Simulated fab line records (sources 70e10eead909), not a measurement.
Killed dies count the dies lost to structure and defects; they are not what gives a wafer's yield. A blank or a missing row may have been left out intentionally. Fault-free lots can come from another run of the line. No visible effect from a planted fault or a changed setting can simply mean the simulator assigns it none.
Chamber matching	flow nandHarc	4 sister chambers for NHARC_A_WL_FILL_ALD_10 on aldHk-02
The step deposits SiO2, target thk 50 nm, pulse time 10 s, ald cycles 500. 18 wafers are shown with their chamber, then 9 later ones without.

== EACH WAFER AND ITS CHAMBER ==
wafer	chamber	heaterPowerW (W)	precursorPulseHeightRel
L076.2	2	522	1.005
L076.4	1	474	1.016
L076.6	2	518	0.988
L078.2	0	528	1.006
L078.4	3	525	1.045
L078.5	0	521	1.022
L081.1	1	479	1.004
L081.3	0	520	1.005
L081.5	0	524	0.992
L088.1	0	516	0.989
L088.3	1	482	0.995
L088.4	3	510	1.003
L085.1	2	533	1.003
L085.3	1	480	1.009
L085.6	3	505	1.006
L091.4	0	531	1.023
L091.1	2	513	1.011
L091.5	3	524	1.008

SIGNATURES (averages over the wafers above)
reading	chamber 0	chamber 1	chamber 2	chamber 3	scatter within a chamber
heaterPowerW	523.33	478.75	521.50	516.00	7.1
precursorPulseHeightRel	1.00617	1.00600	1.00175	1.01550	0.014
Rule: for each reading, subtract the chamber's mean from the wafer's reading, divide by that reading's scatter and square the result; add these up over the readings and take the root, which gives the wafer's distance from the chamber. If the next closest chamber is less than 2 further off than the closest, the wafer can't be placed; otherwise it belongs to the closest. The scatter: take each reading less its chamber's mean, square it, sum over the shown wafers, divide by the number of wafers less the number of chambers, and take the root.

== WAFERS WITHOUT THEIR CHAMBER ==
wafer	heaterPowerW (W)	precursorPulseHeightRel
L093.1	472	1.035
L093.3	528	1.006
L093.4	527	1.009
L094.1	511	0.989
L094.2	523	1.022
L094.5	512	0.951
L096.1	481	1.007
L096.2	497	1.002
L096.3	516	0.994

== WHICH CHAMBER EACH ONE RAN IN ==
wafer	from the rows above	in truth
L093.1	1	1
L093.3	can't be placed: 0 or 2 or 3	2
L093.4	can't be placed: 0 or 2 or 3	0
L094.1	can't be placed: 2 or 3 or 0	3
L094.2	can't be placed: 3 or 0 or 2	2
L094.5	can't be placed: 2 or 0 or 3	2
L096.1	1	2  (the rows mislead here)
L096.2	can't be placed: 1 or 3 or 2 or 0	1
L096.3	can't be placed: 2 or 0 or 3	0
Correctly placed: 1 of 9. Cannot be placed on the basis of these rows: 7; the candidates contain the true chamber in 7. Placed wrongly: 1.
